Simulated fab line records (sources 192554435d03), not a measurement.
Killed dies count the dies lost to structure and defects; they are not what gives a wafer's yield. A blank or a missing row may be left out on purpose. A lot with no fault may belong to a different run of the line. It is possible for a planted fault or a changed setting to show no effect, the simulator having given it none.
A struck lot beside a sound one || flow n5 finfet || 38 steps out of a route of 1938
Sound: the wafers L460.1, L460.4, L460.6. Struck: wafer L451.6 (left out: L451.1, L451.5 of the same lot, which were not struck); the cause appears at the end.
Per side, at each step with rows, come the tool, then ch with its chambers, and then its first start. Under that, the readings that differ: sound wafers || struck wafers || difference of the means || sigmas: that difference in standard deviations of wafers without a fault.
alike: a reading whose means differ by less than 2 such deviations, as well as words and numbers matching on both sides. not compared: withheld readings; readings where some wafer has no value; bounds like >300 that might hide an equal value; numbers whose values overlap and for which the record gives no deviation.
The two part at a step that has a row with sigmas, a row that says differs or no value, or rows on one side only. Numbers that have no deviation but don't overlap get no sigmas and don't part them. A reading that every wafer of one side lacks parts them only if that side has two wafers or more.

first, 9 steps without rows for these wafers: N5_BEOL_M12_PRE_CLEAN_42 (time 30 s); N5_BEOL_M12_SPUTTER_43 (material TaN, target thk 15 nm, time 24.19 s); N5_BEOL_M12_SPUTTER_44 (material Ta, target thk 10 nm, time 16.13 s); N5_BEOL_M12_SPUTTER_45 (material Cu, target thk 80 nm, time 13.33 s); N5_BEOL_M12_ECD_47 (material Cu, target thk 720 nm); N5_BEOL_M12_ANNEAL_48 (time 90 s); N5_BEOL_M12_CMP_49 (polishes, stops on SiOC, t overpolish 20.6 s, target thk 320 nm); N5_BEOL_M12_PRE_CLEAN_52 (time 15 s); N5_BEOL_M12_DEP_53 (deposits SiCN from 3MS/NH3, target thk 30 nm, time 10.5 s).
N5_BEOL_M13_ILD_DEP_00: deposits SiOC from DEMS/O2, target thk 837.92 nm, time 166.4 s.
  sound on pecvd-04 ch 0,2, day 18 03:59; struck on pecvd-03 ch 1, day 15 19:11
{"reading": "run length s (s)", "sound": "210.0 211.1 210.3", "struck": 302.1, "difference": "+91.6", "sigmas": "+99 or more"}
{"reading": "showerhead plenum p Torr (Torr)", "sound": "5.670 5.692 5.645", "struck": 5.704, "difference": "+0.035", "sigmas": "+2"}
{"reading": "model.SiOC_of_BEOL_M13_ILD_DEP_00.thk nm (nm)", "sound": "839 854.8 856.8", "struck": 1293, "difference": "+443", "sigmas": ""}
  alike: heater power w, throttle valve pct
N5_BEOL_M13_THK_MEAS_01:
  sound on film metro-01, day 18 04:11; struck on film metro-02, day 15 19:20
{"reading": "M13_ILD_THK (nm)", "sound": "839 855 857", "struck": 1293, "difference": "+443", "sigmas": "+47"}
then, 10 steps without rows for these wafers: N5_BEOL_M13_COAT_58 (time 60 s, resist thk 89 nm); N5_BEOL_M13_COAT_04 (resist thk 400 nm); N5_BEOL_M13_EBR_06; N5_BEOL_M13_SOFTBAKE_05 (time 60 s); N5_BEOL_M13_EXPOSE_07 (exposes mask V12); N5_BEOL_M13_PEB_08 (peb time 90 s); N5_BEOL_M13_DEVELOP_09 (develop time 45 s); N5_BEOL_M13_HARDBAKE_14 (time 120 s); N5_BEOL_M13_DESCUM_15 (chemistry O2, time 7.9 s); N5_BEOL_M13_ETCH_59 (etches BARC in N2/H2, target depth 89 nm, overetch 26.7 nm, time 67.9 s).
N5_BEOL_M13_VIA_ETCH_16: etches SiOC in C4F8/O2/Ar, target depth 921.7 nm.
  sound on rie diel-05 ch 0,3, day 18 04:49; struck on rie diel-06 ch 1, day 15 19:49
{"reading": "model.etch.depth nm (nm)", "sound": "838.9 854.8 856.9", "struck": 1293, "difference": "+443", "sigmas": ""}
{"reading": "model.coat_of_BEOL_M13_COAT_04.thk nm (nm)", "sound": "67.8 62.8 63.2", "struck": 0, "difference": -65, "sigmas": ""}
{"reading": "model.BARC_of_BEOL_M13_COAT_58.thk nm (nm)", "sound": "89.2 89.2 89.2", "struck": 27.2, "difference": -62.0, "sigmas": ""}
  alike: drypump motor current A, oes product au, rf vpp V, showerhead plenum p Torr, throttle valve pct
N5_BEOL_M13_STRIP_63: strips in N2/H2.
  sound on plasma asher-02 ch 0,1, day 18 05:02; struck on plasma asher-02 ch 0, day 15 20:03
{"reading": "oes product au (a.u.)", "sound": "0.672 0.663 0.673", "struck": 0.218, "difference": -0.451, "sigmas": -85}
{"reading": "strip time to endpoint s (s)", "sound": "27.0 25.5 25.7", "struck": 0.0, "difference": -26.1, "sigmas": -24}
  alike: drypump motor current A, heater power w, temp c
  not compared: rf hours counter h
N5_BEOL_M13_STRIP_64: strips in N2/H2.
  sound on plasma asher-02 ch 0,1, day 18 05:06; struck on plasma asher-02 ch 0, day 15 20:07
{"reading": "oes product au (a.u.)", "sound": "0.717 0.711 0.721", "struck": 0.639, "difference": -0.077, "sigmas": -16}
{"reading": "strip time to endpoint s (s)", "sound": "31.34 31.36 31.33", "struck": 14.09, "difference": -17.25, "sigmas": "-99 or more"}
  alike: drypump motor current A, heater power w, temp c
  not compared: rf hours counter h
then, 2 steps without rows for these wafers: N5_BEOL_M13_STRIP_71 (strips in post etch residue remover, time 60 s); N5_BEOL_M13_SRD_72 (time 30 s, dry time 30 s).
N5_BEOL_M13_CD_MEAS_17 targets a cd of 190 nm.
  sound on cd sem-02, day 18 05:15; struck on cd sem-01, day 15 20:16
{"reading": "cd nm (nm)", "sound": "189.7 188.2 190.3", "struck": 196.6, "difference": "+7.2", "sigmas": "+5"}
then, 9 steps without rows for these wafers: N5_BEOL_M13_COAT_65 (time 60 s, resist thk 350 nm); N5_BEOL_M13_COAT_66 (time 60 s, resist thk 110 nm); N5_BEOL_M13_COAT_22 (resist thk 300 nm); N5_BEOL_M13_EBR_24; N5_BEOL_M13_SOFTBAKE_23 (time 60 s); N5_BEOL_M13_EXPOSE_25 (exposes mask M13, target cd 210 nm); N5_BEOL_M13_PEB_26 (peb time 90 s); N5_BEOL_M13_DEVELOP_27 (develop time 45 s); N5_BEOL_M13_HARDBAKE_32 (time 120 s).
N5_BEOL_M13_CMP_49: polishes, stops on SiOC, t overpolish 17.1 s, target thk 420 nm.
  sound on cmp-01 ch 1,2,3, day 18 11:28; struck on cmp-01 ch 0, day 16 00:08
{"reading": "model.SiOC_of_BEOL_M13_ILD_DEP_00.thk nm (nm)", "sound": "779.6 794.8 798.4", "struck": 1238, "difference": "+447", "sigmas": ""}
  alike: motor current A
following that, these wafers have no rows for 1 step: N5_PASSIVATION_PROBE_49.

== WHERE THEY PART ==
At N5_BEOL_M13_ILD_DEP_00 first; at N5_BEOL_M13_CD_MEAS_17 last (within this record only). Later steps at which nothing parts them and some readings are alike: N5_BEOL_M13_CMP_49.

WHY: what the simulator had put in
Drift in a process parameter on pecvd-03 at N5_BEOL_M13_ILD_DEP_00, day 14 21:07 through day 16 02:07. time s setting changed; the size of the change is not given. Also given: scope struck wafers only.
